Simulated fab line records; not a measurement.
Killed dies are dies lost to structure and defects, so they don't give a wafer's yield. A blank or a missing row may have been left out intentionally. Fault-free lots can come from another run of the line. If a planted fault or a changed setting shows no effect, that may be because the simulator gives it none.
Chamber matching    flow n5-finfet    4 sister chambers for N5_BEOL_M1_ALD_98 on ald-sin-02
The step deposits SiO2, target thk 2.5 nm, pulse time 1 s, co reactant pulse time 1 s. 7 wafers are shown with their chamber, then 7 later ones without.

== EACH WAFER AND ITS CHAMBER ==
wafer   chamber  heater-power-w (W)  precursor-pulse-height-rel
L087.3  2        74                  1.029
L087.4  1        77                  0.986
L087.6  3        73                  1.015
L090.3  1        78                  0.990
L090.5  0        81                  0.980
L093.2  0        80                  0.989
L093.4  2        76                  0.984

== WAFERS WITH NO CHAMBER GIVEN ==
wafer   heater-power-w (W)  precursor-pulse-height-rel
L093.6  76                  0.982
L095.2  79                  1.006
L095.4  72                  1.020
L095.6  79                  1.025
L096.1  81                  0.973
L096.2  77                  0.999
L096.6  74                  0.992

== EACH ONE'S CHAMBER ==
wafer   from the rows above           in truth
L093.6  can't be placed: 1 or 2 or 3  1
L095.2  can't be placed: 1 or 0       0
L095.4  3                             3
L095.6  can't be placed: 1 or 0 or 2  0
L096.1  0                             0
L096.2  can't be placed: 1 or 2       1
L096.6  can't be placed: 2 or 3       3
Correctly placed: 2 of 7. From these rows, 5 cannot be placed; in 5 the true chamber is one of the candidates. Number placed wrongly: 0.
How it was worked out, from the rows above alone: a wafer's distance from a chamber is the root of the sum, over the readings, of the square of ((its reading less the chamber's mean) divided by the reading's scatter). The wafer belongs to the nearest chamber; if the next one is less than 2 further off, it can't be placed. For every chamber, the mean is computed from those of its wafers that are shown. The scatter is the square root of a quotient: the sum, over the shown wafers, of each reading's squared deviation from its chamber's mean, divided by wafers minus chambers.
